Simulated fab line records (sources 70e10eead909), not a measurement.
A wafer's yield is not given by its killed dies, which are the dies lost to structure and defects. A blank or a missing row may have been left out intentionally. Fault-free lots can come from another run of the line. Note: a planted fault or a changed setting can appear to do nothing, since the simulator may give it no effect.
Which tool is to blame? | flow nand-harc | Sampling: 24 lots, 72 wafers, 4 of 1159 route steps

## WHAT THE GAUGES READ, wafer by wafer
NHARC_A_CONTACT_INSPECT_10.
lot  | measured     | on                | raw-defect-count
L074 | day 16 15:12 | defect-inspect-02 | 31 32 20
L077 | day 17 12:25 | defect-inspect-01 | 15 12 20
L075 | day 17 12:01 | defect-inspect-01 | 25 22 32
L076 | day 17 16:25 | defect-inspect-01 | 19 26 29
L079 | day 17 17:44 | defect-inspect-01 | 20 17 18
L078 | day 17 21:41 | defect-inspect-01 | 9 9 14
L080 | day 18 02:04 | defect-inspect-01 | 29 28 21
L082 | day 19 02:46 | defect-inspect-02 | 19 21 25
L081 | day 19 03:38 | defect-inspect-01 | 36 38 40
L083 | day 19 12:34 | defect-inspect-01 | 15 9 17
L084 | day 19 13:25 | defect-inspect-01 | 47 44 47
L085 | day 19 18:31 | defect-inspect-02 | 35 29 21
L087 | day 20 10:13 | defect-inspect-02 | 35 38 32
L086 | day 20 11:28 | defect-inspect-01 | 45 61 45
L089 | day 20 16:28 | defect-inspect-01 | 11 18 18
L088 | day 20 17:34 | defect-inspect-01 | 46 30 49
L091 | day 21 19:44 | defect-inspect-01 | 51 46 61
L090 | day 21 20:25 | defect-inspect-02 | 54 54 56
L092 | day 22 02:10 | defect-inspect-02 | 9 8 11
L094 | day 22 11:04 | defect-inspect-01 | 60 51 71
L095 | day 22 14:11 | defect-inspect-02 | 57 68 63
L096 | day 22 15:18 | defect-inspect-02 | 37 42 39
L093 | day 22 20:59 | defect-inspect-02 | 37 41 36
L097 | day 22 22:11 | defect-inspect-02 | 44 53 30

NHARC_A_M0_OVL_MEAS_10: pitch 160 nm.
lot  | measured     | on         | overlay-x-nm (nm) | overlay-y-nm (nm)
L074 | day 17 16:50 | overlay-01 | -0.4 0.0 0.2      | 1.1 0.5 1.3
L077 | day 17 22:34 | overlay-01 | -0.5 -0.4 -0.6    | 1.0 1.9 1.4
L075 | day 17 21:59 | overlay-01 | -0.4 0.0 -0.1     | 0.6 0.2 -0.1
L076 | day 18 01:56 | overlay-01 | -1.6 -1.7 -1.4    | 0.6 0.8 0.8
L079 | day 18 03:42 | overlay-02 | -0.6 -1.6 -1.1    | 1.5 1.4 1.4
L078 | day 18 10:02 | overlay-01 | 0.6 1.0 1.0       | -0.4 -0.5 -0.3
L080 | day 18 21:15 | overlay-02 | 0.0 0.0 -0.2      | 0.9 0.3 0.1
L082 | day 19 16:29 | overlay-02 | 0.4 0.4 0.1       | 1.6 1.5 1.4
L081 | day 19 16:54 | overlay-01 | 0.9 0.5 1.2       | -2.4 -2.1 -2.3
L083 | day 20 02:35 | overlay-01 | -0.3 0.1 0.1      | 1.1 1.6 1.5
L084 | day 20 06:31 | overlay-01 | -0.7 -1.2 -1.1    | -0.1 -0.8 -0.3
L085 | day 20 09:32 | overlay-02 | 0.3 0.7 0.2       | 0.4 0.6 0.2
L087 | day 20 21:59 | overlay-01 | 1.1 1.1 1.4       | -0.3 -0.2 -0.2
L086 | day 21 02:57 | overlay-02 | -1.2 -2.3 -0.6    | -0.2 0.2 0.2
L089 | day 21 22:31 | overlay-02 | 1.2 0.8 1.1       | 0.4 1.1 0.8
L088 | day 21 22:49 | overlay-01 | 0.2 0.0 -0.3      | -0.7 -0.7 -0.2
L091 | day 22 12:18 | overlay-01 | -0.1 -0.3 0.2     | -0.6 -0.6 -0.5
L090 | day 22 12:58 | overlay-02 | 0.9 0.8 0.9       | -0.6 -0.3 -0.5
L092 | day 22 17:59 | overlay-02 | 1.1 0.5 0.8       | 2.0 2.0 1.8
L094 | day 22 22:07 | overlay-02 | -0.5 -0.5 0.3     | 0.9 1.1 1.0
L095 | day 23 00:24 | overlay-02 | 2.2 2.1 2.3       | -1.8 -1.6 -1.6
L096 | day 23 01:31 | overlay-01 | -0.5 -0.8 -0.6    | -0.1 0.7 -0.2
L093 | day 23 11:01 | overlay-02 | -0.9 -1.6 -0.8    | -0.5 -0.7 -0.8
L097 | day 23 11:46 | overlay-01 | 0.4 0.1 0.5       | 0.0 0.2 0.5

## TOOL THAT RAN EACH LOT (tool first, then ch and the chambers of the sampled wafers, then the start)
lot  | NHARC_A_CONTACT_ETCH_130             | NHARC_A_CONTACT_ETCH_133
L074 | har-cap-etch-02 ch 0,1, day 16 09:22 | har-cap-etch-02 ch 0,1, day 16 09:47
L077 | har-cap-etch-03 ch 0,1, day 17 06:49 | har-cap-etch-03 ch 0,1, day 17 07:24
L075 | har-cap-etch-02 ch 0,1, day 17 07:02 | har-cap-etch-02 ch 0,1, day 17 07:28
L076 | har-cap-etch-03 ch 0,1, day 17 10:34 | har-cap-etch-03 ch 0,1, day 17 11:08
L079 | har-cap-etch-02 ch 0,1, day 17 11:10 | har-cap-etch-02 ch 0,1, day 17 11:36
L078 | har-cap-etch-03 ch 0,1, day 17 16:26 | har-cap-etch-03 ch 0,1, day 17 16:59
L080 | har-cap-etch-03 ch 0,1, day 17 21:32 | har-cap-etch-03 ch 0,1, day 17 22:07
L082 | har-cap-etch-03 ch 0,1, day 18 22:03 | har-cap-etch-03 ch 0,1, day 18 22:29
L081 | har-cap-etch-02 ch 0,1, day 18 22:44 | har-cap-etch-02 ch 0,1, day 18 23:10
L083 | har-cap-etch-01 ch 0,1, day 19 03:20 | har-cap-etch-01 ch 0,1, day 19 03:58
L084 | har-cap-etch-02 ch 0,1, day 19 04:07 | har-cap-etch-02 ch 0,1, day 19 04:32
L085 | har-cap-etch-02 ch 0,1, day 19 14:16 | har-cap-etch-02 ch 0,1, day 19 14:43
L087 | har-cap-etch-02 ch 0,1, day 20 05:56 | har-cap-etch-02 ch 0,1, day 20 06:22
L086 | har-cap-etch-03 ch 0,1, day 20 07:03 | har-cap-etch-03 ch 0,1, day 20 07:31
L089 | har-cap-etch-01 ch 0,1, day 20 12:10 | har-cap-etch-01 ch 0,1, day 20 12:38
L088 | har-cap-etch-03 ch 0,1, day 20 12:55 | har-cap-etch-03 ch 0,1, day 20 13:28
L091 | har-cap-etch-03 ch 0,1, day 21 15:26 | har-cap-etch-03 ch 0,1, day 21 15:51
L090 | har-cap-etch-01 ch 0,1, day 21 15:48 | har-cap-etch-01 ch 0,1, day 21 16:14
L092 | har-cap-etch-02 ch 0,1, day 21 20:42 | har-cap-etch-02 ch 0,1, day 21 21:07
L094 | har-cap-etch-03 ch 0, day 22 06:18   | har-cap-etch-03 ch 0, day 22 06:44
L095 | har-cap-etch-02 ch 0, day 22 06:50   | har-cap-etch-02 ch 0, day 22 07:17
L096 | har-cap-etch-03 ch 0, day 22 08:18   | har-cap-etch-03 ch 0, day 22 08:45
L093 | har-cap-etch-03 ch 0,1, day 22 14:55 | har-cap-etch-03 ch 0,1, day 22 15:22
L097 | har-cap-etch-02 ch 0,1, day 22 17:25 | har-cap-etch-02 ch 0,1, day 22 17:50
- NHARC_A_CONTACT_ETCH_130: etches the open film in C4F8/O2/Ar, time 155 s, target depth 956 nm.
- NHARC_A_CONTACT_ETCH_133: etches the open film in C4F8/O2/Ar, time 195 s, target depth 840 nm.

## WHAT THE TOOLS THEMSELVES READ (means of the sampled wafers that have a number; where no wafer has one, the mark that the record gives instead)
NHARC_A_CONTACT_ETCH_130.
lot  | tool            | chamber-pressure-mTorr (mTorr)
L074 | har-cap-etch-02 | 19.996
L077 | har-cap-etch-03 | 19.997
L075 | har-cap-etch-02 | 19.995
L076 | har-cap-etch-03 | 20.004
L079 | har-cap-etch-02 | 20.015
L078 | har-cap-etch-03 | 20.000
L080 | har-cap-etch-03 | 20.026
L082 | har-cap-etch-03 | 20.001
L081 | har-cap-etch-02 | 19.991
L083 | har-cap-etch-01 | 20.002
L084 | har-cap-etch-02 | 20.005
L085 | har-cap-etch-02 | 20.011
L087 | har-cap-etch-02 | 20.016
L086 | har-cap-etch-03 | 19.999
L089 | har-cap-etch-01 | 19.991
L088 | har-cap-etch-03 | 20.008
L091 | har-cap-etch-03 | 19.997
L090 | har-cap-etch-01 | 20.002
L092 | har-cap-etch-02 | 19.999
L094 | har-cap-etch-03 | 19.987
L095 | har-cap-etch-02 | 19.996
L096 | har-cap-etch-03 | 20.027
L093 | har-cap-etch-03 | 20.011
L097 | har-cap-etch-02 | 20.024

NHARC_A_CONTACT_ETCH_133.
lot  | tool            | chamber-pressure-mTorr (mTorr)
L074 | har-cap-etch-02 | 20.031
L077 | har-cap-etch-03 | 20.005
L075 | har-cap-etch-02 | 19.990
L076 | har-cap-etch-03 | 20.005
L079 | har-cap-etch-02 | 19.993
L078 | har-cap-etch-03 | 20.023
L080 | har-cap-etch-03 | 20.017
L082 | har-cap-etch-03 | 20.013
L081 | har-cap-etch-02 | 19.986
L083 | har-cap-etch-01 | 20.011
L084 | har-cap-etch-02 | 20.029
L085 | har-cap-etch-02 | 19.991
L087 | har-cap-etch-02 | 19.987
L086 | har-cap-etch-03 | 20.005
L089 | har-cap-etch-01 | 20.004
L088 | har-cap-etch-03 | 20.013
L091 | har-cap-etch-03 | 19.999
L090 | har-cap-etch-01 | 20.007
L092 | har-cap-etch-02 | 19.985
L094 | har-cap-etch-03 | 20.016
L095 | har-cap-etch-02 | 20.001
L096 | har-cap-etch-03 | 19.991
L093 | har-cap-etch-03 | 19.977
L097 | har-cap-etch-02 | 20.013

## THE ANSWER, worked out from the rows above alone
Rule: usual is defined by the lots themselves. The widest of any qualifying gaps counts: lots, ordered by their means at a reading, are off when they make up no more than a third of the lots, leave a main group of 4 or more, and stand apart from it by 3 or more times the standard deviation of that group's means. If all means in a main group match to the digits the tables above print for the reading, that group is not used. A lot without any number at a reading at which 4 lots or more have one is off too. All remaining lots with rows at the step are treated as sound. After the gauges, taken in route order, come the tools' own readings; for these a lot's mean is taken, as printed above. At the first step where some lot is off, the reading lying furthest off is the one used; lots without a number count as furthest.
No lot is off at any reading shown: from this, nothing can be told.

## WHAT THE SIMULATOR HAD INSERTED
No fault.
